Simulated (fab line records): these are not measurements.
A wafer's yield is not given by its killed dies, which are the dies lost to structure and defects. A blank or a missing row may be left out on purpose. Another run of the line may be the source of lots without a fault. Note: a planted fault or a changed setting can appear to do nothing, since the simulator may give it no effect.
A lot that was struck, set against a sound lot + flow n5_finfet + 34 steps out of a route of 1938
Sound: these wafers, L694.1, L694.5, L694.6. The struck wafers were L703.1, L703.2, L703.3. At the end, the cause is stated.
Order at every step that has rows: each side's tool, ch and its chambers, its first start. Under that, the readings that differ: sound wafers + struck wafers + difference of the means + sigmas: that difference in standard deviations of wafers without a fault.
alike: readings with means less than 2 such deviations apart, plus words and numbers identical on both sides. not compared: withheld readings, readings lacking a value on some wafer, bounds such as >300 that could conceal the same value, and numbers that have no deviation in the record and whose values overlap.
The two part at a step that has a row with sigmas, a row that says differs or no value, or rows on one side only. Numbers that have no deviation but don't overlap get no sigmas and don't part them. A reading missing from all wafers of one side parts the sides only when that side holds two or more wafers.

first, 9 steps without rows for these wafers: N5_BEOL_M10_EBR_24; N5_BEOL_M10_SOFTBAKE_23 (time 60 s); N5_BEOL_M10_EXPOSE_25 (exposes mask V9); N5_BEOL_M10_PEB_26 (peb time 60 s); N5_BEOL_M10_DEVELOP_27 (develop time 30 s); N5_BEOL_M10_DESCUM_33 (chemistry O2, time 7.9 s); N5_BEOL_M10_ETCH_65 (etches SiARC in CF4, target depth 39 nm, time 65 s); N5_BEOL_M10_ETCH_66 (etches SOC in N2/H2, target depth 120 nm, overetch 24 nm, time 180 s); N5_BEOL_M10_STRIP_69 (strips in N2/H2).
N5_BEOL_M10_VIA_ETCH_34: etches SiCOH lowk in C4F6/O2, target depth 184.5 nm, time 69.2 s.
  sound on rie_diel-01 ch 1,2,3, day 11 12:10; struck on rie_diel-03 ch 0,1,3, day 13 14:00
  alike: drypump_motor_current_A, oes_ar_750_au, oes_f_703_au, oes_product_au, rf_fwd_power_W, rf_vpp_V, showerhead_plenum_p_Torr, throttle_valve_pct
  not compared: rf_hours_counter_h
then, 23 steps without rows for these wafers: N5_BEOL_M10_STRIP_73 (strips in C4F6/O2); N5_BEOL_M10_STRIP_36 (strips in N2/H2); N5_BEOL_M10_TRENCH_ETCH_37 (etches SiCOH lowk in C4F6/O2, target depth 148.83 nm, time 48 s); N5_BEOL_M10_ETCH_41 (etches SiCN in CH3F/O2, target depth 42.6 nm, time 86 s); N5_BEOL_M10_STRIP_77 (strips in N2/H2, time 10 s); N5_BEOL_M10_HM_STRIP_39 (strips TiN in peroxide tin strip, target depth 25 nm, time 158 s); N5_BEOL_M10_SRD_40 (time 30 s); N5_BEOL_M10_PRECLEAN_42 (cleans in residue remover, time 60 s); N5_BEOL_M10_SRD_43 (time 30 s); N5_BEOL_M10_CURE_72 (cures SiCOH lowk, time 120 s); N5_BEOL_M10_DEGAS_44 (time 60 s); N5_BEOL_M10_PRE_CLEAN_45 (time 30 s); N5_BEOL_M10_ALD_74 (deposits TaN, target thk 2 nm, pulse time 2 s, purge time 3 s); N5_BEOL_M10_SURFACE_TREAT_76; N5_BEOL_M10_CVD_75 (deposits Co from CCTBA/H2, target thk 2 nm, time 138.9 s); N5_BEOL_M10_SPUTTER_48 (material Cu, target thk 12 nm, time 2 s); N5_BEOL_M10_ECD_50 (material Cu, target thk 318 nm); N5_BEOL_M10_ANNEAL_51 (time 90 s); N5_BEOL_M10_CMP_52 (polishes, stops on SiCOH lowk, t overpolish 7 s, target thk 140 nm); N5_BEOL_M10_PRE_CLEAN_55 (time 15 s); N5_BEOL_M10_DEP_56 (deposits SiCN from 3MS/NH3, target thk 15 nm, time 26.5 s); N5_BEOL_M11_ILD_DEP_00 (deposits SiCOH lowk from DEMS/porogen, target thk 308.51 nm, time 58 s); N5_BEOL_M11_CURE_71 (cures SiCOH lowk, time 240 s).
-- here the record skips 3 days between the struck wafers' starts before and after, leaving off in module BEOL_M11 and picking up in module PASSIVATION (first step shown: number 1936 of the route) --
N5_PASSIVATION_PROBE_49:
  sound: prober-01 at day 13 20:05; struck: prober-01 at day 16 04:07
| reading                  | sound          | struck         | difference | sigmas |
|--------------------------|----------------|----------------|------------|--------|
| defect_limited_yield (%) | 91.4 92.8 88.1 | 81.6 82.5 86.3 | -7.3       | -4     |
| killed_at_M4_up          | 14 11 17       | 112 104 63     | +79        | +15    |
| killed_dies              | 102 85 140     | 217 207 162    | +86        | +4     |
| sort_bin_5_function (%)  | 5.1 3.9 7.2    | 11.3 11.4 8.9  | +5.1       | +5     |
| sort_n_pass              | 1078 1095 1040 | 963 973 1018   | -86        | -4     |
| sort_yield_pct (%)       | 91.4 92.8 88.1 | 81.6 82.5 86.3 | -7.3       | -4     |
  alike: killed_at_M0_to_M3, killed_at_contacts, killed_at_front_end, killed_at_other, killed_open, killed_short, sort_bin_6_memory, sort_bin_8_speed

## WHERE THEY PART
N5_PASSIVATION_PROBE_49 only, going by this record.

WHY: what had been put in by the simulator
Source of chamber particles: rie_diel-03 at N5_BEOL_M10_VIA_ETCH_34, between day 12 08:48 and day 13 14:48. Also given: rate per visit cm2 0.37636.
